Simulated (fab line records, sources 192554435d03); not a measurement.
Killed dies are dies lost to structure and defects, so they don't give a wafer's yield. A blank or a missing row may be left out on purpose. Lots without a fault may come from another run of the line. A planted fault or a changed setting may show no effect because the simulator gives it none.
Which tool did it? | flow n5_finfet | 6 lots, 18 wafers sampled, at 3 steps of a route of 1938

WHAT THE GAUGES READ, wafer by wafer
N5_MIM_TOP_LITHO_OVL_MEAS_11.
lot  | measured     | on         | MIM_TOP_OVL (nm)
L758 | day 12 19:25 | overlay-01 | 2 -4 -9
L764 | day 13 20:28 | overlay-02 | -2 -8 3
L767 | day 14 19:29 | overlay-01 | -12 -2 -9
L769 | day 15 01:48 | overlay-01 | -7 -1 -13
L771 | day 15 11:40 | overlay-02 | -3 2 1
L772 | day 16 08:50 | overlay-02 | -12 -7 -5

WHICH TOOL RAN EACH LOT (tool, then ch and the chambers of the sampled wafers, then the start)
lot  | N5_BEOL_M2_CVD_47                | N5_MIM_BOT_SPUTTER_00
L758 | cvd_co-02 ch 0,1, day 7 01:13    | pvd_sputter-01, day 12 17:43
L764 | cvd_co-01 ch 0,1,2, day 8 19:07  | pvd_sputter-03, day 13 18:37
L767 | cvd_co-02 ch 0,1, day 9 18:50    | pvd_sputter-02, day 14 17:28
L769 | cvd_co-02 ch 0,1,2, day 10 02:34 | pvd_sputter-03, day 15 00:24
L771 | cvd_co-02 ch 1,2, day 10 08:13   | pvd_sputter-02, day 15 08:00
L772 | cvd_co-02 ch 0,1,2, day 11 00:19 | pvd_sputter-01, day 16 07:08
- N5_BEOL_M2_CVD_47: deposits Co from CCTBA/H2, target thk 3 nm, time 223.8 s.
- N5_MIM_BOT_SPUTTER_00: material TiN, target thk 35 nm, time 89.7 s.

THE ANSWER, worked out from the rows above alone
Rule: what is usual is taken from the lots themselves. Put in order of their means at a reading, lots are off if they are a third of the lots or fewer, leave a main group of 4 or more, and stand apart from it by a gap of 3 or more times the standard deviation of the main group's means; of several such gaps the widest counts. A main group whose means are all the same, to the digits that the tables above print for the reading, isn't used. A lot without any number at a reading at which 4 lots or more have one is off too. The other lots that the step has rows for count as sound.
No lot is off at any reading shown: from this, nothing can be told.

WHAT THE SIMULATOR HAD PUT IN
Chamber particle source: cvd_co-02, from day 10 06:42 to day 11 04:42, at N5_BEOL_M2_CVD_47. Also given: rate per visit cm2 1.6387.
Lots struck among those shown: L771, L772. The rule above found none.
